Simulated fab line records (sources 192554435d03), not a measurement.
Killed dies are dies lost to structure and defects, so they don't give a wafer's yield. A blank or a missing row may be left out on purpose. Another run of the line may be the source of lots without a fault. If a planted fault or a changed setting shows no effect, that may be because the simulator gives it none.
Split-lot experiment :: flow n5 finfet :: 21 wafers read from 7 lots, route of 1938 steps

## ON THE SPLIT
At N5_BEOL_M0_CUTY_ETCH_63 (etches SOC in N2/H2, target depth 82.7 nm, overetch 16.5 nm, time 124 s), the setting source w was moved away from the recipe's 840 W on 8 of the 21 wafers read, by -14.0% to +17.2%. All remaining wafers had this setting at the recipe value.

The reading is taken at the split's own step.

## THE READING
rf vpp V, in V, at N5_BEOL_M0_CUTY_ETCH_63 (etches SOC in N2/H2, target depth 82.7 nm, overetch 16.5 nm, time 124 s). A value of 525.3 V with a standard deviation of 2.3 V is what fault-free wafers of this fab line usually give.

wafer: L076.1
tool, chamber at the split: rie diel-05, 3
source w as run, W: 984.6
against the recipe: +17.2%
rf vpp V, V: 498.3
against lot-mates on the recipe: -24.3

wafer: L076.5
tool, chamber at the split: rie diel-05, 3
source w as run, W: 984.6
against the recipe: +17.2%
rf vpp V, V: 498.4
against lot-mates on the recipe: -24.2

wafer: L076.6
tool, chamber at the split: rie diel-05, 0
source w as run, W: 840
against the recipe: recipe
rf vpp V, V: 522.6
against lot-mates on the recipe: -

wafer: L080.2
tool, chamber at the split: rie diel-05, 3
source w as run, W: 840
against the recipe: recipe
rf vpp V, V: 524.4
against lot-mates on the recipe: -

wafer: L080.4
tool, chamber at the split: rie diel-05, 1
source w as run, W: 886.5
against the recipe: +5.5%
rf vpp V, V: 516.1
against lot-mates on the recipe: -8.3

wafer: L080.5
tool, chamber at the split: rie diel-05, 0
source w as run, W: 886.5
against the recipe: +5.5%
rf vpp V, V: 512.9
against lot-mates on the recipe: -11.5

wafer: L081.2
tool, chamber at the split: rie diel-05, 1
source w as run, W: 776.1
against the recipe: -7.6%
rf vpp V, V: 540.6
against lot-mates on the recipe: +18.4

wafer: L081.3
tool, chamber at the split: rie diel-05, 0
source w as run, W: 840
against the recipe: recipe
rf vpp V, V: 522.2
against lot-mates on the recipe: -

wafer: L081.4
tool, chamber at the split: rie diel-05, 3
source w as run, W: 776.1
against the recipe: -7.6%
rf vpp V, V: 539.6
against lot-mates on the recipe: +17.4

wafer: L084.3
tool, chamber at the split: rie diel-01, 2
source w as run, W: 840
against the recipe: recipe
rf vpp V, V: 524.7
against lot-mates on the recipe: -

wafer: L084.5
tool, chamber at the split: rie diel-01, 2
source w as run, W: 722.2
against the recipe: -14.0%
rf vpp V, V: 550.6
against lot-mates on the recipe: +23.9

wafer: L084.6
tool, chamber at the split: rie diel-01, 1
source w as run, W: 840
against the recipe: recipe
rf vpp V, V: 528.6
against lot-mates on the recipe: -

wafer: L091.1
tool, chamber at the split: rie diel-01, 0
source w as run, W: 840
against the recipe: recipe
rf vpp V, V: 529.0
against lot-mates on the recipe: -

wafer: L091.4
tool, chamber at the split: rie diel-01, 1
source w as run, W: 840
against the recipe: recipe
rf vpp V, V: 529.0
against lot-mates on the recipe: -

wafer: L091.5
tool, chamber at the split: rie diel-01, 1
source w as run, W: 840
against the recipe: recipe
rf vpp V, V: 528.0
against lot-mates on the recipe: -

wafer: L093.3
tool, chamber at the split: rie diel-02, 0
source w as run, W: 840
against the recipe: recipe
rf vpp V, V: 524.0
against lot-mates on the recipe: -

wafer: L093.5
tool, chamber at the split: rie diel-02, 0
source w as run, W: 840
against the recipe: recipe
rf vpp V, V: 523.9
against lot-mates on the recipe: -

wafer: L093.6
tool, chamber at the split: rie diel-02, 1
source w as run, W: 840
against the recipe: recipe
rf vpp V, V: 527.4
against lot-mates on the recipe: -

wafer: L094.1
tool, chamber at the split: rie diel-02, 1
source w as run, W: 980.3
against the recipe: +16.7%
rf vpp V, V: 499.4
against lot-mates on the recipe: -26.1

wafer: L094.2
tool, chamber at the split: rie diel-02, 2
source w as run, W: 840
against the recipe: recipe
rf vpp V, V: 526.5
against lot-mates on the recipe: -

wafer: L094.5
tool, chamber at the split: rie diel-02, 0
source w as run, W: 840
against the recipe: recipe
rf vpp V, V: 524.6
against lot-mates on the recipe: -

THE FIT
A straight line over all 21 wafers: rf vpp V changes by -1.67 V for each +1% of source w; r = -0.99; the points scatter about the line by 2.3 V.
The same after taking each lot's own level away (the mean of its wafers on the recipe; 21 wafers): -1.62 V for each +1%; r = -0.98; scatter 2.3 V.
Per that fit: largest source w move, reading shift of 28 V.
The lots' own levels span 522.20 to 528.67 V, that is 2.8 times the standard deviation above.
So the lot-to-lot level changes the slope little: the two slopes agree.
Check: -27.9 V against its lot-mates is what the line predicts for one of the wafers moved furthest among these (+17.2%) when that wafer is left out of the fit. Against them it came out at -24.3 V.
Tool readings at the split's step, against how far the setting was moved: rf vpp V r = -0.99.

## FILE'S OWN FIT
rf vpp V changes by -1.6 V for each +1% of source w, r = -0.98.
